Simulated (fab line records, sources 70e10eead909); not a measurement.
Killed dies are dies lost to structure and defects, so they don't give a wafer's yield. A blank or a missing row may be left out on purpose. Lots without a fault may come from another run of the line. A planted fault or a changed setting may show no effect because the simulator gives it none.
fab line records | flow nand_harc | part 2 of 2: steps 24 to 35 of 35
record lots=5 wafers=15 last_day=24
route steps=1159 shown A_BLC@989 A_M0@994
lots that met no fault: from a run of the same line without faults
start_h: hours from the record's first day to the start of the lot's first wafer shown | wait_h: hours since the lot's step before | " the same as in the row above | L1.1+2: a row that stands for several wafers | - no value, or no start given | * or withheld: withheld | < > ~ a bound
route shown NAME@n: a module of which the file shows steps, and the number in the route of the first | usual: mean/standard deviation of fault-free wafers | same: alike in all rows | chamber/n: place in a boat | sites: the reading at each site | _std_site: their standard deviation | _edge_site: outer sites' mean less inner sites' | radius_mm: how far each site lies from the wafer's centre | mask NAME#n: copy n | behind: the tool/chamber that last shaped the wafer | hold: why the lot was held/for how many hours/how that ended | device: the transistor (n, p or np) that didn't switch | end of line: the same wafers' tests at the end of the route | a step without rows: its recipe alone | killed: dies lost to structure and defects at the first sort, not the wafer's yield | map: a wafer's dies, x killed, . not, _ none there
set.NAME: the setting as run; set.NAME@STEP: as run at that earlier step | model.NAME: the simulator's own value behind a step, which no gauge read
lots at some steps of the route; a table a step, a row a wafer
services: from which hour (start_h, from the record's first day; less than 0 if before it) a tool's chamber was out of use, for how many hours, and why
## steps
# step NHARC_A_M0_DEGAS_28
# recipe temp_c=250 time_s=60
# usual heater_power_w=342/43
# columns lot.wafer tool chamber start_h wait_h heater_power_w
L080.4 pvd_sputter-01 - 431.18 - 330
L080.1 " - " " 353
L080.6 " - " " 326
L081.2 pvd_sputter-02 - 450.25 - 335
L081.3 " - " " 305
L081.1 " - " " 457
L091.1 pvd_sputter-02 - 507.38 - 468
L091.4 " - " " 300
L091.5 " - " " 326
L094.4 pvd_sputter-02 - 526.60 - 290
L094.6 " - " " 292
L094.5 " - " " 452
L093.4 pvd_sputter-01 - 526.86 - 348
L093.3 " - " " 339
L093.6 " - " " 320
# step NHARC_A_M0_PRE_CLEAN_29
# recipe time_s=30 temp_c=280 gas=H2/He
# usual heater_power_w=417/51
# columns lot.wafer tool chamber start_h wait_h heater_power_w
L080.4 pvd_sputter-01 - - - 451
L080.1 " - " " 401
L080.6 " - " " 435
L081.2 pvd_sputter-02 - - - 400
L081.3 " - " " 354
L081.1 " - " " 553
L091.1 pvd_sputter-02 - - - 412
L091.4 " - " " 360
L091.5 " - " " 369
L094.4 pvd_sputter-02 - - - 551
L094.5 " - " " 367
L094.6 " - " " 370
L093.4 pvd_sputter-01 - - - 427
L093.3 " - " " 409
L093.6 " - " " 426
# step NHARC_A_M0_PVD_20
# recipe target_thk_a=50 bias_v=168.6 power_w=15000 chamber_pressure_pa=0.12 time_s=8.06 substrate_temp_c=50 material=TaN
# usual throttle_valve_pct=29.5/1
# columns lot.wafer tool chamber start_h wait_h throttle_valve_pct
L080.1 pvd_sputter-01 - - - 29.0
L080.4 " - " " 28.5
L080.6 " - " " 30.4
L081.3 pvd_sputter-02 - - - 28.6
L081.1 " - " " 27.9
L081.2 " - " " 29.2
L091.1 pvd_sputter-02 - - - 29.1
L091.4 " - " " 28.9
L091.5 " - " " 29.1
L094.4 pvd_sputter-02 - - - 29.4
L094.5 " - " " 28.5
L094.6 " - " " 27.3
L093.3 pvd_sputter-01 - - - 32.0
L093.4 " - " " 30.6
L093.6 " - " " 32.0
# step NHARC_A_M0_PVD_21
# recipe target_thk_a=300 chamber_pressure_pa=5 power_w=5000 substrate_temp_c=30 time_s=20.49 material=Cu
# usual throttle_valve_pct=29.4/0.96
# columns lot.wafer tool chamber start_h wait_h throttle_valve_pct
L080.1 pvd_sputter-01 - - - 30.8
L080.4 " - " " 29.3
L080.6 " - " " 30.7
L081.3 pvd_sputter-02 - - - 28.6
L081.1 " - " " 29.3
L081.2 " - " " 28.3
L091.4 pvd_sputter-02 - - - 28.5
L091.1 " - " " 28.9
L091.5 " - " " 27.8
L094.4 pvd_sputter-02 - - - 28.6
L094.6 " - " " 28.6
L094.5 " - " " 27.8
L093.3 pvd_sputter-01 - - - 29.4
L093.4 " - " " 28.7
L093.6 " - " " 31.9
# step NHARC_A_M0_ECD_22
# recipe target_thk_a=4000 bath_temp_c=25 material=Cu
# columns lot.wafer tool chamber start_h wait_h
L080.1+4+6 ecd_cu-01 0 431.59 -
L081.2+1+3 ecd_cu-02 1,0,0 450.68 -
L091.1+4+5 ecd_cu-02 0,0,1 507.74 -
L094.4+6+5 ecd_cu-01 1,1,0 527.04 -
L093.4+3+6 ecd_cu-02 0,1,1 527.31 -
# step NHARC_A_M0_ANNEAL_30
# recipe temp_c=225 time_s=90
# usual wafer_temp_C_max=226.39/0.29
# columns lot.wafer tool chamber start_h wait_h wafer_temp_C_max
L080.1 rtp_anneal-01 0 431.92 0.3 226.22
L080.4 " 0 " " 226.39
L080.6 " 0 " " 226.43
L081.1 rtp_anneal-01 0 451.38 0.6 225.97
L081.2 " 0 " " 226.75
L081.3 " 0 " " 226.32
L091.1 rtp_anneal-02 0 508.12 0.3 226.71
L091.4 " 0 " " 226.96
L091.5 " 0 " " 226.49
L094.4 rtp_anneal-01 0 527.48 0.4 226.77
L094.5 " 0 " " 226.51
L094.6 " 0 " " 226.24
L093.3 rtp_anneal-02 0 527.70 0.3 226.47
L093.4 " 0 " " 226.25
L093.6 " 0 " " 226.22
# step NHARC_A_M0_CMP_23
# recipe t_overpolish_s=20 target_thk_nm=113.75
# usual motor_current_A=12.2/1.2 slurry_flow_ml_min=150.0/0.43 time_to_endpoint_s=27.8/2.8
# columns lot.wafer tool chamber start_h wait_h motor_current_A slurry_flow_ml_min time_to_endpoint_s
L080.1 cmp-03 0 432.30 - 12.4 150.7 24.6
L080.4 " 1 " " 12.1 150.3 26.4
L080.6 " 0 " " 11.7 150.2 24.6
L081.3 cmp-01 3 452.03 - 12.2 149.4 27.9
L081.2 " 0 " " 11.7 150.4 24.8
L081.1 " 2 " " 12.0 149.8 27.4
L091.4 cmp-01 0 508.46 - 10.9 150.5 29.3
L091.1 " 2 " " 11.8 150.1 30.9
L091.5 " 0 " " 11.2 149.9 25.0
L094.4 cmp-03 3 527.69 - 10.7 149.3 26.7
L094.5 " 2 " " 12.5 150.1 32.7
L094.6 " 3 " " 9.9 149.4 30.7
L093.4 cmp-04 1 527.94 - 12.4 150.1 25.3
L093.3 " 2 " " 11.0 149.7 27.1
L093.6 " 1 " " 11.9 150.7 23.4
# step NHARC_A_M0_THK_MEAS_24
# recipe thk_meas_gauge=xrf
# usual thk_nm=113.4/1.5
# columns lot.wafer tool chamber start_h wait_h thk_nm
L080.1 film_metro-01 - 432.59 - 114.8
L080.4 " - " " 115.0
L080.6 " - " " 114.1
L081.1 film_metro-01 - 452.34 - 113.8
L081.2 " - " " 113.8
L081.3 " - " " 115.9
L091.1 film_metro-01 - 508.77 - 114.2
L091.4 " - " " 113.4
L091.5 " - " " 112.5
L094.4 film_metro-02 - 527.98 - 115.2
L094.5 " - " " 115.8
L094.6 " - " " 112.1
L093.3 film_metro-02 - 528.26 - 112.2
L093.4 " - " " 110.2
L093.6 " - " " 114.4
# step NHARC_A_M0_SRD_25
# columns lot.wafer tool chamber start_h wait_h
L080.4+6+1 wet_bench-08 0,1,3 432.64 0.0
L081.2+1+3 wet_bench-08 1,5,6 452.38 0.0
L091.5+4+1 wet_bench-10 1,4,6 508.82 0.0
L094.5+6+4 wet_bench-10 5,0,1 528.02 0.0
L093.4+3+6 wet_bench-08 1,3,4 528.31 0.0
# step NHARC_A_M0_INSPECT_27
# usual raw_defect_count=442/120
# columns lot.wafer tool chamber start_h wait_h raw_defect_count
L080.1 defect_inspect-01 - 432.74 0.0 378
L080.4 " - " " 324
L080.6 " - " " 506
L081.1 defect_inspect-01 - 452.49 0.0 356
L081.2 " - " " 375
L081.3 " - " " 424
L091.1 defect_inspect-02 - 508.93 0.0 336
L091.4 " - " " 351
L091.5 " - " " 817
L094.4 defect_inspect-02 - 528.14 0.0 509
L094.5 " - " " 395
L094.6 " - " " 339
L093.3 defect_inspect-02 - 528.42 0.0 315
L093.4 " - " " 421
L093.6 " - " " 409
# step NHARC_A_M0_PRE_CLEAN_31
# recipe time_s=12 temp_c=370 rf_power_w=300 gas=NH3
# usual heater_power_w=598/54
# columns lot.wafer tool chamber start_h wait_h heater_power_w since_wet_clean_h
L080.1 pecvd-04 2 432.81 0.1 692 43
L080.4 " 2 " " 701 -
L080.6 " 1 " " 565 -
L081.1 pecvd-04 0 452.57 0.1 539 63
L081.2 " 1 " " 589 63
L081.3 " 2 " " 695 63
L091.1 pecvd-04 2 509.00 0.1 603 119
L091.4 " 2 " " 588 -
L091.5 " 1 " " 546 -
L094.5 pecvd-02 0 528.25 0.1 597 -
L094.4 " 1 " " 609 -
L094.6 " 2 " " 555 -
L093.3 pecvd-04 0 528.48 0.1 639 139
L093.6 " 1 " " 565 -
L093.4 " 2 " " 691 -
# step NHARC_A_M0_DEP_32
# recipe target_thk_a=300 temp_c=370 target_thk_nm=30 pressure_torr=3 flow_sccm=200 rf_w=450 material=SiCN
# usual heater_power_w=552/48
# columns lot.wafer tool chamber start_h wait_h heater_power_w since_wet_clean_h
L080.1 pecvd-04 2 432.89 0.1 644 43
L080.4 " 2 " " 627 -
L080.6 " 1 " " 455 -
L081.1 pecvd-04 0 452.64 0.1 540 63
L081.2 " 1 " " 538 63
L081.3 " 2 " " 640 63
L091.1 pecvd-04 2 509.08 0.1 647 119
L091.4 " 2 " " 639 -
L091.5 " 1 " " 498 -
L094.5 pecvd-02 0 528.42 0.2 574 -
L094.4 " 1 " " 562 -
L094.6 " 2 " " 483 -
L093.3 pecvd-04 0 528.56 0.1 563 139
L093.6 " 1 " " 514 -
L093.4 " 2 " " 591 -
## services
# columns tool chamber start_h hours kind
rie_diel-07 - 405.20 9.0 pm
wet_bench-08 - 406.42 8.0 pm
wet_bench-02 - 406.58 3.6 repair
rie_diel-13 - 415.69 22.2 repair
pecvd-04 2 419.84 12.0 repair
arfi_scanner-02 - 422.87 3.0 repair
cmp-02 - 423.18 4.0 pm
arfi_scanner-02 - 428.00 4.0 pm
rie_diel-09 - 431.22 9.0 pm
wet_bench-02 - 435.67 1.0 repair
ecd_cu-02 - 441.72 0.2 repair
litho_track-01 - 443.00 7.0 pm
wet_bench-02 - 445.54 4.3 repair
cmp-03 - 445.94 1.0 repair
rie_diel-09 1 449.61 6.1 repair
rie_diel-13 - 453.01 9.0 pm
litho_track-06 - 467.00 7.0 pm
rie_diel-07 0 468.42 3.9 repair
rie_diel-09 - 479.72 0.1 repair
pecvd-04 1 489.77 15.8 repair
litho_track-04 - 491.00 7.0 pm
pvd_sputter-01 - 514.06 10.0 pm
rie_diel-07 3 518.42 3.1 repair
rie_diel-09 3 523.87 15.8 repair
